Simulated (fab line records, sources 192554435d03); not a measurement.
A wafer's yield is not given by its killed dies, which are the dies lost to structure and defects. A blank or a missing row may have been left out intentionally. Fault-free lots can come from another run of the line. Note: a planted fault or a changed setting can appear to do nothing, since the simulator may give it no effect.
Split-lot experiment || flow n5_finfet || 21 wafers read from 7 lots, route of 1938 steps

== ABOUT THE SPLIT ==
At N5_BEOL_M9_COAT_60 (time 60 s, resist thk 30 nm), the setting spin_rpm was moved away from the recipe's 1500 rpm on 5 of the 21 wafers read, by -9.3% to -3.7%. The other wafers ran this setting at the recipe's value.

== FROM THE SPLIT TO THE READING: what the file shows between them, 3 steps ==
- N5_BEOL_M9_COAT_05: resist thk 90 nm
- N5_BEOL_M9_EBR_07
- N5_BEOL_M9_DESCUM_16: chemistry O2, time 7.9 s

== THE READING ==
CAR-ArF_of_BEOL_M9_COAT_05.thk_nm (the simulator's own value, which no gauge read), in nm, at N5_BEOL_M9_ETCH_61 (etches SiARC in CF4, target depth 39 nm, time 65 s). There is no usual value for it anywhere in the file. The 16 wafers here that ran the recipe average 55.6 nm, standard deviation 0.21 nm.

{"wafer": "L074.3", "tool, chamber at the split": "litho_track-01, 0", "spin_rpm as run, rpm": 1500, "against the recipe": "recipe", "CAR-ArF_of_BEOL_M9_COAT_05.thk_nm, nm": 55.8, "against lot-mates on the recipe": "-"}
{"wafer": "L074.5", "tool, chamber at the split": "litho_track-01, 0", "spin_rpm as run, rpm": 1500, "against the recipe": "recipe", "CAR-ArF_of_BEOL_M9_COAT_05.thk_nm, nm": 55.8, "against lot-mates on the recipe": "-"}
{"wafer": "L074.6", "tool, chamber at the split": "litho_track-01, 0", "spin_rpm as run, rpm": 1500, "against the recipe": "recipe", "CAR-ArF_of_BEOL_M9_COAT_05.thk_nm, nm": 55.8, "against lot-mates on the recipe": "-"}
{"wafer": "L076.1", "tool, chamber at the split": "litho_track-03, 0", "spin_rpm as run, rpm": 1500, "against the recipe": "recipe", "CAR-ArF_of_BEOL_M9_COAT_05.thk_nm, nm": 55.6, "against lot-mates on the recipe": "-"}
{"wafer": "L076.4", "tool, chamber at the split": "litho_track-03, 0", "spin_rpm as run, rpm": 1395, "against the recipe": "-7.0%", "CAR-ArF_of_BEOL_M9_COAT_05.thk_nm, nm": 54.4, "against lot-mates on the recipe": -1.2}
{"wafer": "L076.6", "tool, chamber at the split": "litho_track-03, 0", "spin_rpm as run, rpm": 1395, "against the recipe": "-7.0%", "CAR-ArF_of_BEOL_M9_COAT_05.thk_nm, nm": 54.2, "against lot-mates on the recipe": -1.4}
{"wafer": "L079.1", "tool, chamber at the split": "litho_track-03, 0", "spin_rpm as run, rpm": 1500, "against the recipe": "recipe", "CAR-ArF_of_BEOL_M9_COAT_05.thk_nm, nm": 55.8, "against lot-mates on the recipe": "-"}
{"wafer": "L079.2", "tool, chamber at the split": "litho_track-03, 0", "spin_rpm as run, rpm": 1500, "against the recipe": "recipe", "CAR-ArF_of_BEOL_M9_COAT_05.thk_nm, nm": 55.6, "against lot-mates on the recipe": "-"}
{"wafer": "L079.6", "tool, chamber at the split": "litho_track-03, 0", "spin_rpm as run, rpm": 1500, "against the recipe": "recipe", "CAR-ArF_of_BEOL_M9_COAT_05.thk_nm, nm": 55.6, "against lot-mates on the recipe": "-"}
{"wafer": "L082.4", "tool, chamber at the split": "litho_track-01, 0", "spin_rpm as run, rpm": 1500, "against the recipe": "recipe", "CAR-ArF_of_BEOL_M9_COAT_05.thk_nm, nm": 55.8, "against lot-mates on the recipe": "-"}
{"wafer": "L082.6", "tool, chamber at the split": "litho_track-01, 0", "spin_rpm as run, rpm": 1500, "against the recipe": "recipe", "CAR-ArF_of_BEOL_M9_COAT_05.thk_nm, nm": 55.8, "against lot-mates on the recipe": "-"}
{"wafer": "L082.5", "tool, chamber at the split": "litho_track-01, 0", "spin_rpm as run, rpm": 1500, "against the recipe": "recipe", "CAR-ArF_of_BEOL_M9_COAT_05.thk_nm, nm": 55.8, "against lot-mates on the recipe": "-"}
{"wafer": "L085.4", "tool, chamber at the split": "litho_track-01, 0", "spin_rpm as run, rpm": 1444, "against the recipe": "-3.7%", "CAR-ArF_of_BEOL_M9_COAT_05.thk_nm, nm": 54.8, "against lot-mates on the recipe": -0.7}
{"wafer": "L085.5", "tool, chamber at the split": "litho_track-01, 0", "spin_rpm as run, rpm": 1500, "against the recipe": "recipe", "CAR-ArF_of_BEOL_M9_COAT_05.thk_nm, nm": 55.4, "against lot-mates on the recipe": "-"}
{"wafer": "L085.6", "tool, chamber at the split": "litho_track-01, 0", "spin_rpm as run, rpm": 1500, "against the recipe": "recipe", "CAR-ArF_of_BEOL_M9_COAT_05.thk_nm, nm": 55.6, "against lot-mates on the recipe": "-"}
{"wafer": "L087.1", "tool, chamber at the split": "litho_track-03, 0", "spin_rpm as run, rpm": 1500, "against the recipe": "recipe", "CAR-ArF_of_BEOL_M9_COAT_05.thk_nm, nm": 55.8, "against lot-mates on the recipe": "-"}
{"wafer": "L087.2", "tool, chamber at the split": "litho_track-03, 0", "spin_rpm as run, rpm": 1360, "against the recipe": "-9.3%", "CAR-ArF_of_BEOL_M9_COAT_05.thk_nm, nm": 54.2, "against lot-mates on the recipe": -1.3}
{"wafer": "L087.4", "tool, chamber at the split": "litho_track-03, 0", "spin_rpm as run, rpm": 1500, "against the recipe": "recipe", "CAR-ArF_of_BEOL_M9_COAT_05.thk_nm, nm": 55.2, "against lot-mates on the recipe": "-"}
{"wafer": "L090.2", "tool, chamber at the split": "litho_track-03, 0", "spin_rpm as run, rpm": 1500, "against the recipe": "recipe", "CAR-ArF_of_BEOL_M9_COAT_05.thk_nm, nm": 55.2, "against lot-mates on the recipe": "-"}
{"wafer": "L090.5", "tool, chamber at the split": "litho_track-03, 0", "spin_rpm as run, rpm": 1500, "against the recipe": "recipe", "CAR-ArF_of_BEOL_M9_COAT_05.thk_nm, nm": 55.4, "against lot-mates on the recipe": "-"}
{"wafer": "L090.6", "tool, chamber at the split": "litho_track-03, 0", "spin_rpm as run, rpm": 1403, "against the recipe": "-6.5%", "CAR-ArF_of_BEOL_M9_COAT_05.thk_nm, nm": 54.2, "against lot-mates on the recipe": -1.1}

FIT RESULTS
A straight line over all 21 wafers: CAR-ArF_of_BEOL_M9_COAT_05.thk_nm changes by +0.182 nm for each +1% of spin_rpm; r = +0.93; the points scatter about the line by 0.22 nm.
The same after taking each lot's own level away (the mean of its wafers on the recipe; 21 wafers): +0.165 nm for each +1%; r = +0.97; scatter 0.14 nm.
Per that fit: largest spin_rpm move, reading shift of 1.5 nm.
The lots' own levels span 55.30 to 55.80 nm, that is 2.4 times the standard deviation above.
So the lot-to-lot level changes the slope little: the two slopes agree.
Check: -1.7 nm against its lot-mates is what the line predicts for one of the wafers moved furthest among these (-9.3%) when that wafer is left out of the fit. It came out at -1.3 nm against them.

== THE OTHER SPLITS THESE WAFERS WENT THROUGH ==
Note: prior to the reading, these wafers also went through further splits. Each is held against what the fit with the lots' levels taken away leaves over:
{"other split on the same wafers": "N5_BEOL_M4_DESCUM_16 time_s", "wafers away from the commonest value": 8, "r with CAR-ArF_of_BEOL_M9_COAT_05.thk_nm (lot level and that fit taken away)": "+0.23"}
{"other split on the same wafers": "N5_BEOL_M5_COAT_66 spin_rpm", "wafers away from the commonest value": 8, "r with CAR-ArF_of_BEOL_M9_COAT_05.thk_nm (lot level and that fit taken away)": "+0.03"}
{"other split on the same wafers": "N5_BEOL_M5_COAT_22 spin_rpm", "wafers away from the commonest value": 5, "r with CAR-ArF_of_BEOL_M9_COAT_05.thk_nm (lot level and that fit taken away)": -0.18}
{"other split on the same wafers": "N5_BEOL_M6_ETCH_61 bias_w", "wafers away from the commonest value": 9, "r with CAR-ArF_of_BEOL_M9_COAT_05.thk_nm (lot level and that fit taken away)": -0.21}
{"other split on the same wafers": "N5_BEOL_M7_VIA_ETCH_34 bias_w", "wafers away from the commonest value": 9, "r with CAR-ArF_of_BEOL_M9_COAT_05.thk_nm (lot level and that fit taken away)": -0.17}

== THE WHOLE CHAIN: every reading that the file lists as answering this split, in the file's order ==
{"step": "N5_BEOL_M9_COAT_60", "what it does": "time 60 s, resist thk 30 nm", "reading": "SiARC_of_BEOL_M9_COAT_60.thk_nm (the simulator's own value, which no gauge read)", "change (the file's fit)": "-0.165 nm for each +1% of the setting", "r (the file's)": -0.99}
{"step": "N5_BEOL_M9_ETCH_61", "what it does": "etches SiARC in CF4, target depth 39 nm, time 65 s", "reading": "etch.depth_nm (the simulator's own value, which no gauge read)", "change (the file's fit)": "-0.168 nm for each +1% of the setting", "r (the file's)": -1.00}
{"step": "N5_BEOL_M9_ETCH_61", "what it does": "etches SiARC in CF4, target depth 39 nm, time 65 s", "reading": "CAR-ArF_of_BEOL_M9_COAT_05.thk_nm (the simulator's own value, which no gauge read)", "change (the file's fit)": "+0.161 nm for each +1% of the setting", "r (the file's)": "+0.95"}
{"step": "N5_BEOL_M9_ETCH_62", "what it does": "etches SOC in N2/H2, target depth 110 nm, overetch 22 nm, time 165 s", "reading": "SiARC_of_BEOL_M9_COAT_60.thk_nm (the simulator's own value, which no gauge read)", "change (the file's fit)": "-0.203 nm for each +1% of the setting, in a fit together with time_s@BEOL_M9_ETCH_62", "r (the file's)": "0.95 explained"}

== THE FILE'S OWN FIT ==
CAR-ArF_of_BEOL_M9_COAT_05.thk_nm changes by +0.161 nm for each +1% of spin_rpm, r = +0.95.
